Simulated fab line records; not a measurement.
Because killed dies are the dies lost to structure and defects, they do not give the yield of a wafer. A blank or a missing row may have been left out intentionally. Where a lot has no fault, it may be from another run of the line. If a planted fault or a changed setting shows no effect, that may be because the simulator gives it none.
8D (eight disciplines) problem report, filled in by code / flow n5-finfet / the parts of the form that need people (team, actions taken, sign-off) are left out

1. WHAT WENT WRONG
Wafers without a fault read 41, standard deviation 14; killed-at-front-end at N5_PASSIVATION_PROBE_49 reads a mean of 154 on 9 wafers belonging to 3 lots. Relative to the usual mean, that is a shift of +8.1 standard deviations.
The first sign was on wafer L631.1 at day 15 19:10, on prober-01. The record holds 9 wafers of 3 lots with a number at this step. By rule, "out" or "out of limits" means more than 4 standard deviations away from the usual mean. All remaining wafers that have a number are taken as sound.

2. WHAT IT IS AND WHAT IT IS NOT
question=which readings at this step; is=killed-at-front-end, defect-limited-yield, killed-dies, sort-n-pass, sort-yield-pct; is not=killed_at_M0_to_M3, killed_at_M4_up, killed-at-other, killed-open
question=which lots; is=L631, L632, L633; is not=-
question=which wafers of those lots; is=all that have a number; is not=-
question=read on which tools; is=prober-01; is not=-
question=when; is=from day 15 19:10; is not=up to then (0 sound wafers)

3. SUSPECTS, AND WHAT RULES EACH OUT
Counting: a tool at a process step up to the reading stays a suspect if it ran every lot that is out and no sound lot after the first of them.
- plasma-asher-02 at N5_HKMG_FIN_STRIP_19 (strips in N2/H2, time 360 s): kept. It ran every lot that is out, first L631 (day 7 10:08), and no sound lot after that.
- prober-01 at N5_PASSIVATION_PROBE_49: kept. It ran every lot that is out, first L631 (day 15 19:10), and no sound lot after that. Out on those wafers are its own readings of defect-limited-yield, killed-at-front-end, killed-dies, sort-n-pass, sort-yield-pct.
Left after counting: plasma-asher-02 at N5_HKMG_FIN_STRIP_19, prober-01 at N5_PASSIVATION_PROBE_49.

4. THE CAUSE (what the simulator had put in)
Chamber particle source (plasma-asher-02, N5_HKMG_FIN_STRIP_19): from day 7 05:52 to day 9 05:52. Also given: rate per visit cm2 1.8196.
Counting leaves 2 suspects; this tool is one of them.

5. SEQUENCE OF EFFECTS, ordered by route
One row per reading whose mean, taken over the struck wafers that have a number, lies over 3 standard deviations from the usual. Readings are gone through only where the record gives a usual standard deviation; hours: the median, over the lots, of the time from a lot's start at the first step in this table giving one to that lot's start at this step; sigmas: the change measured in usual standard deviations.
hours=0; step=N5_PASSIVATION_PROBE_49; reading=defect-limited-yield; usual=91.1 %; on struck wafers=81.8; change=-9.3; sigmas=-6.2
hours=0; step=N5_PASSIVATION_PROBE_49; reading=killed-at-front-end; usual=41; on struck wafers=154; change=+113; sigmas=+8.1
hours=0; step=N5_PASSIVATION_PROBE_49; reading=killed-dies; usual=105; on struck wafers=214; change=+109; sigmas=+6.4
hours=0; step=N5_PASSIVATION_PROBE_49; reading=killed-on-rim; usual=13; on struck wafers=32; change=+19; sigmas=+4.5
hours=0; step=N5_PASSIVATION_PROBE_49; reading=sort_bin_5_function; usual=5.1 %; on struck wafers=10.6; change=+5.5; sigmas=+5.7
hours=0; step=N5_PASSIVATION_PROBE_49; reading=sort-n-pass; usual=1075; on struck wafers=966; change=-109; sigmas=-6.4
hours=0; step=N5_PASSIVATION_PROBE_49; reading=sort-yield-pct; usual=91.1 %; on struck wafers=81.8; change=-9.3; sigmas=-6.2
The process steps in it:
- N5_PASSIVATION_PROBE_49

6. HOW IT WOULD HAVE BEEN CAUGHT EARLIER
The fault began at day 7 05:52; the first out-of-limits reading in this record came at day 15 19:10, 205 hours later.
An alarm limit of 4 standard deviations would not have fired on the tool readings at N5_HKMG_FIN_STRIP_19 for which the record gives a usual standard deviation, since none of them was out on any struck wafer.
The start of N5_HKMG_FIN_STRIP_19 on plasma-asher-02 came by day 15 19:10 for every one of the lots that are out (3). None of them would have been spared by holding the tool at that moment.
